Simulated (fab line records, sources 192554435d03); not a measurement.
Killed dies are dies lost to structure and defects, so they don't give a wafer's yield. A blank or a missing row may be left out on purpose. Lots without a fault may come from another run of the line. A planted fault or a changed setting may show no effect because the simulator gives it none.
A struck lot beside a sound one | flow n5_finfet | 37 steps out of a route of 1938
Sound: wafers L190.1, L190.5, L190.6. Struck: wafers L183.1, L183.2, L183.3. The cause comes at the end.
At each step with rows: each side's tool, then ch and its chambers, then its first start. Under that, the readings that differ: sound wafers | struck wafers | difference of the means | sigmas: that difference in standard deviations of wafers without a fault.
alike: readings whose means differ by less than 2 such deviations, and words and numbers that are the same on both sides. not compared: withheld readings, readings that some wafer has no value for, bounds like >300 that may hide the same value, and numbers for which the record gives no deviation and whose values overlap.
The two part at a step that has a row with sigmas, a row that says differs or no value, or rows on one side only. Numbers that don't overlap but have no deviation are shown without sigmas and don't part them. A reading that every wafer of one side lacks parts them only if that side has two wafers or more.

first, 9 steps without rows for these wafers: N5_BEOL_M4_ANNEAL_95 (time 240 s); N5_BEOL_M4_SPUTTER_96 (material Cu, target thk 4.5 nm, time 8.29 s); N5_BEOL_M4_ECD_50 (material Cu, target thk 300 nm); N5_BEOL_M4_ANNEAL_51 (time 90 s); N5_BEOL_M4_CMP_52 (polishes, stops on SiOC, t overpolish 6.8 s, target thk 40 nm); N5_BEOL_M4_PRE_CLEAN_60 (time 15 s); N5_BEOL_M4_CO_CAP_55 (material Co, precursor CCTBA/H2, target thk 2 nm, time 102.1 s); N5_BEOL_M4_PRE_CLEAN_56 (time 15 s); N5_BEOL_M4_DEP_57 (deposits SiCN from 3MS/NH3, target thk 8 nm, time 14 s).
N5_BEOL_M4_RC_MEAS_101:
  sound on prober-01 ch 0, day 12 05:32; struck on prober-02 ch 0, day 10 05:59
  reading        | sound          | struck         | difference | sigmas
  DIBL_N (mV/V)  | 33.7 33.9 31.5 | 37.3 36.7 42.4 | +5.8       | +3
  DIBL_P (mV/V)  | 33.3 32.6 30.9 | 35.8 34.7 44.1 | +5.9       | +2
  IOFF_N (nA/um) | 0.11 0.11 0.09 | 0.16 0.14 0.31 | +0.10      | +2
  IOFF_P (nA/um) | 0.15 0.15 0.13 | 0.21 0.20 0.40 | +0.13      | +3
  SS_P (mV/dec)  | 72.6 72.1 71.6 | 72.9 72.8 75.9 | +1.8       | +2
  VT_N (mV)      | 257 253 256    | 252 252 240    | -7         | -2
  VT_P (mV)      | -256 -253 -256 | -252 -250 -242 | +7         | +2
  alike: ION_N, ION_P, SS_N
then, 24 steps without rows for these wafers: N5_BEOL_M5_ILD_DEP_00 (deposits SiCOH lowk from DEMS/porogen, target thk 140.64 nm, time 25.9 s); N5_BEOL_M5_CURE_79 (cures SiCOH lowk, time 240 s); N5_BEOL_M5_PECVD_70 (deposits SiO2 from TEOS/O2, target thk 16 nm, time 18 s); N5_BEOL_M5_HM_DEP_02 (deposits TiN, target thk 20 nm); N5_BEOL_M5_COAT_59 (time 60 s, resist thk 60 nm); N5_BEOL_M5_COAT_60 (time 60 s, resist thk 12 nm); N5_BEOL_M5_COAT_71 (time 60 s, resist thk 5 nm); N5_BEOL_M5_COAT_05 (resist thk 30 nm); N5_BEOL_M5_EBR_07; N5_BEOL_M5_SOFTBAKE_06 (time 60 s); N5_BEOL_M5_EXPOSE_08 (exposes mask M5, target cd 28 nm); N5_BEOL_M5_PEB_09 (peb time 60 s); N5_BEOL_M5_DEVELOP_10 (develop time 30 s); N5_BEOL_M5_DESCUM_16 (chemistry O2, time 7 s); N5_BEOL_M5_ETCH_72 (etches underlayer in N2/H2, target depth 6.5 nm, time 5.2 s); N5_BEOL_M5_ETCH_61 (etches SiARC in CF4, target depth 15.6 nm, time 26 s); N5_BEOL_M5_ETCH_62 (etches SOC in N2/H2, target depth 75 nm, overetch 15 nm, time 112.5 s); N5_BEOL_M5_STRIP_63 (strips in N2/H2); N5_BEOL_M5_STRIP_73 (strips in N2/H2); N5_BEOL_M5_STRIP_64 (strips in CF4); N5_BEOL_M5_HM_OPEN_17 (chemistry Cl2/BCl3, target TiN, target depth 20 nm, overetch 6 nm); N5_BEOL_M5_STRIP_19 (strips in O2); N5_BEOL_M5_COAT_65 (time 60 s, resist thk 60 nm); N5_BEOL_M5_COAT_66 (time 60 s, resist thk 12 nm).
-- the record jumps here: 3 days lie between the struck wafers' starts before and after (it left off in module BEOL_M5 and takes up again in module BEOL_M12, whose first step shown is number 1649 of the route) --
N5_BEOL_M12_SPUTTER_44: material Ta, target thk 10 nm, time 16.13 s.
  sound on pvd_sputter-01, day 15 00:44; struck on pvd_sputter-03, day 13 01:15
  no value came back on the struck wafers for bias_v (V), cathode_dc_power_W (W), throttle_valve_pct (%); on the sound wafers bias_v (V) reads 79.6 80.3 80.2
N5_BEOL_M12_CMP_49: polishes, stops on SiOC, t overpolish 20.6 s, target thk 320 nm.
  sound on cmp-03 ch 0,1, day 15 01:29; struck on cmp-03 ch 0,1,3, day 13 01:53
  reading                      | sound          | struck         | difference | sigmas
  barrier_field_endpoint_s (s) | 30.7 31.9 30.4 | 18.3 18.6 18.2 | -12.6      | -18
  alike: clearing_platen_down_force_psi, head_pressure_psi, motor_current_A, slurry_filter_dp_kPa
  not compared: model.Cu_of_BEOL_M12_ECD_47.thk_nm
N5_PASSIVATION_PROBE_49:
  sound on prober-02, day 16 18:12; struck on prober-02, day 14 12:49
  reading                  | sound          | struck         | difference | sigmas
  defect_limited_yield (%) | 90.3 91.4 91.6 | 81.2 81.3 82.1 | -9.6       | -6
  killed_at_M4_up          | 13 17 12       | 106 141 122    | +109       | +17
  killed_dies              | 114 102 99     | 222 221 211    | +113       | +6
  killed_on_rim            | 11 13 12       | 62 17 42       | +28        | +7
  sort_bin_5_function (%)  | 5.7 4.6 4.7    | 13.4 15.0 14.1 | +9.2       | +8
  sort_n_pass              | 1066 1074 1080 | 958 959 958    | -115       | -5
  sort_yield_pct (%)       | 90.3 91.0 91.5 | 81.2 81.3 81.2 | -9.7       | -6
  alike: killed_at_M0_to_M3, killed_at_contacts, killed_at_front_end, killed_at_other, killed_open, killed_short, sort_bin_4_leakage, sort_bin_6_memory, sort_bin_8_speed

WHERE THEY PART
First at N5_BEOL_M4_RC_MEAS_101; last, within this record, at N5_PASSIVATION_PROBE_49.

WHY: what the simulator had put in
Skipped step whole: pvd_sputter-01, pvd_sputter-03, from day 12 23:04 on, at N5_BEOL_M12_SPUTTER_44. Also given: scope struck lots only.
